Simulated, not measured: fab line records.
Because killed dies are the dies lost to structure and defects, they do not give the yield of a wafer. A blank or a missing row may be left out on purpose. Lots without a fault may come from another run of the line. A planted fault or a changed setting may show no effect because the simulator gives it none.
A struck lot beside a sound one || flow nandHarc || 14 steps out of a route of 1302
Sound: wafers L678.1, L678.5, L678.6. Struck: wafers L682.1, L682.6 (left out: L682.4, a lot-mate that was not struck); the cause follows at the end.
At each step with rows: each side's tool, then ch and its chambers, then its first start. Under that, the readings that differ: sound wafers || struck wafers || difference of the means || sigmas: that difference in standard deviations of wafers without a fault.
alike: readings with means less than 2 such deviations apart, plus words and numbers identical on both sides. not compared: withheld readings, readings lacking a value on some wafer, bounds such as >300 that could conceal the same value, and numbers that have no deviation in the record and whose values overlap.
A row with sigmas, a row that says differs or no value, or rows on one side alone: a step with any of these is where the two part. Non-overlapping numbers with no deviation appear without sigmas and do not part them. Lack of a reading on every wafer of one side parts them only where that side has two or more wafers.

first, 1 step without rows for these wafers: NHARC_A_STAIRCASE_TRIM_222 (chemistry O2, time 211.2 s).
NHARC_A_STAIRCASE_ETCH_223: etches the open film in C4F8/O2, target depth 100 nm, time 40.5 s.
  sound: rieDiel-09 ch 0,1; struck: rieDiel-13 ch 0
{"reading": "oesProductAu (a.u.)", "sound": "0.941 0.935 0.937", "struck": "0.966 0.959", "difference": "+0.025", "sigmas": "+3"}
  alike: rfFwdPowerW, rfVppV
  not compared: rfHoursCounterH
NHARC_A_STAIRCASE_TRIM_224: chemistry O2, time 211.2 s.
  sound: rieDiel-09 ch 0,3; struck: rieDiel-13 ch 0,2
  alike: drypumpMotorCurrentA, oesProductAu, rfVppV, showerheadPlenumPTorr, throttleValvePct
  not compared: rfHoursCounterH
then, 1 step without rows for these wafers: NHARC_A_STAIRCASE_ETCH_225 (etches the open film in C4F8/O2, target depth 100 nm, time 40.5 s).
NHARC_A_STAIRCASE_TRIM_226: chemistry O2, time 211.2 s.
  sound: rieDiel-09 ch 1,2,3; struck: rieDiel-13 ch 0
  alike: drypumpMotorCurrentA, oesProductAu, rfVppV, showerheadPlenumPTorr, throttleValvePct
  not compared: rfHoursCounterH
then, 3 steps without rows for these wafers: NHARC_A_STAIRCASE_ETCH_227 (etches the open film in C4F8/O2, target depth 100 nm, time 40.5 s); NHARC_A_STAIRCASE_TRIM_229 (chemistry O2, time 211.2 s); NHARC_A_STAIRCASE_ETCH_230 (etches the open film in C4F8/O2, target depth 100 nm, time 40.5 s).
NHARC_A_STAIRCASE_TRIM_231: chemistry O2, time 211.2 s.
  sound: rieDiel-13 ch 0,3; struck: rieDiel-09 ch 0,1
  alike: drypumpMotorCurrentA, oesProductAu, rfVppV, showerheadPlenumPTorr, throttleValvePct
  not compared: rfHoursCounterH
then, 1 step without rows for these wafers: NHARC_A_STAIRCASE_ETCH_232 (etches the open film in C4F8/O2, target depth 100 nm, time 40.5 s).
NHARC_A_STAIRCASE_TRIM_233: chemistry O2, time 211.2 s.
  sound: rieDiel-13 ch 0,1; struck: rieDiel-09 ch 1,3
  alike: drypumpMotorCurrentA, oesProductAu, rfVppV, showerheadPlenumPTorr, throttleValvePct
  not compared: rfHoursCounterH
NHARC_A_STAIRCASE_ETCH_234: etches the open film in C4F8/O2, target depth 100 nm, time 40.5 s.
  sound on rieDiel-13 ch 0,1,3, day 16 06:22; struck on rieDiel-09 ch 0,3, day 18 06:41
{"reading": "oesProductAu (a.u.)", "sound": "0.951 0.954 0.958", "struck": "1.124 1.106", "difference": "+0.161", "sigmas": "+16"}
  alike: rfFwdPowerW, rfVppV
  not compared: rfHoursCounterH
then, 1 step without rows for these wafers: NHARC_A_STAIRCASE_TRIM_235 (chemistry O2, time 211.2 s).
-- jump in the record: it breaks off in module A_STAIRCASE and resumes in module END (first step shown: number 1302 of the route), and 8 days separate the struck wafers' starts before and after --
NHARC_END_SORT_01:
  the record has rows for the struck wafers here (prober-01 ch 0, day 26 02:36) and none for the sound ones

WHERE THEY PART
Earliest at NHARC_A_STAIRCASE_ETCH_223; latest, in this record, at NHARC_END_SORT_01.

WHY: the cause the simulator had injected
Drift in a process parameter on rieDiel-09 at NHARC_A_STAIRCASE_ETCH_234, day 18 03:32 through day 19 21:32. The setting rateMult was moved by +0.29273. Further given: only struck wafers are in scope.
